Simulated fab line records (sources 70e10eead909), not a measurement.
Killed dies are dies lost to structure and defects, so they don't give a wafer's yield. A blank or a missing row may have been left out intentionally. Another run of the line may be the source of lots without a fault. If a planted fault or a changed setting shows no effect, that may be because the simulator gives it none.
Matching of chambers :: flow nand-harc :: 4 sister chambers for NHARC_A_CHANNEL_FILL_D1_CMP_10 on cmp-03
The step polishes, target thk 150 nm. 4 wafers are shown with their chamber, then 8 later ones without.

EACH WAFER AND ITS CHAMBER
wafer: L082.2
chamber: 1
time-to-endpoint-s (s): 15

wafer: L087.4
chamber: 3
time-to-endpoint-s (s): 13

wafer: L087.5
chamber: 0
time-to-endpoint-s (s): 9

wafer: L089.1
chamber: 2
time-to-endpoint-s (s): 16

WAFERS WHOSE CHAMBER IS MISSING
wafer: L089.2
time-to-endpoint-s (s): 16

wafer: L089.5
time-to-endpoint-s (s): 13

wafer: L092.2
time-to-endpoint-s (s): 16

wafer: L092.3
time-to-endpoint-s (s): 15

wafer: L092.6
time-to-endpoint-s (s): 18

wafer: L093.3
time-to-endpoint-s (s): 10

wafer: L093.4
time-to-endpoint-s (s): 13

wafer: L093.6
time-to-endpoint-s (s): 14

WHICH CHAMBER EACH WENT THROUGH
wafer: L089.2
from the rows above: can't be placed: 2 or 1
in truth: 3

wafer: L089.5
from the rows above: 3
in truth: 3

wafer: L092.2
from the rows above: can't be placed: 2 or 1
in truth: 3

wafer: L092.3
from the rows above: can't be placed: 1 or 2
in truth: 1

wafer: L092.6
from the rows above: can't be placed: 2 or 1
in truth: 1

wafer: L093.3
from the rows above: 0
in truth: 0

wafer: L093.4
from the rows above: 3
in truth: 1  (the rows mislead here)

wafer: L093.6
from the rows above: can't be placed: 1 or 3 or 2
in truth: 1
Correct placement for 2 of the 8. Can't be placed from these rows: 5 (the true chamber is among the candidates in 3). Placed wrongly: 1.
How it was worked out, from the rows above alone: a wafer's distance from a chamber is the root of the sum, over the readings, of the square of ((its reading less the chamber's mean) divided by the reading's scatter). If the next closest chamber is less than 2 further off than the closest, the wafer can't be placed; otherwise it belongs to the closest. For every chamber, the mean is computed from those of its wafers that are shown. The scatter (one wafer shown for each chamber): square how far every hidden wafer sits from the nearest shown wafer, average those squares and take the square root.
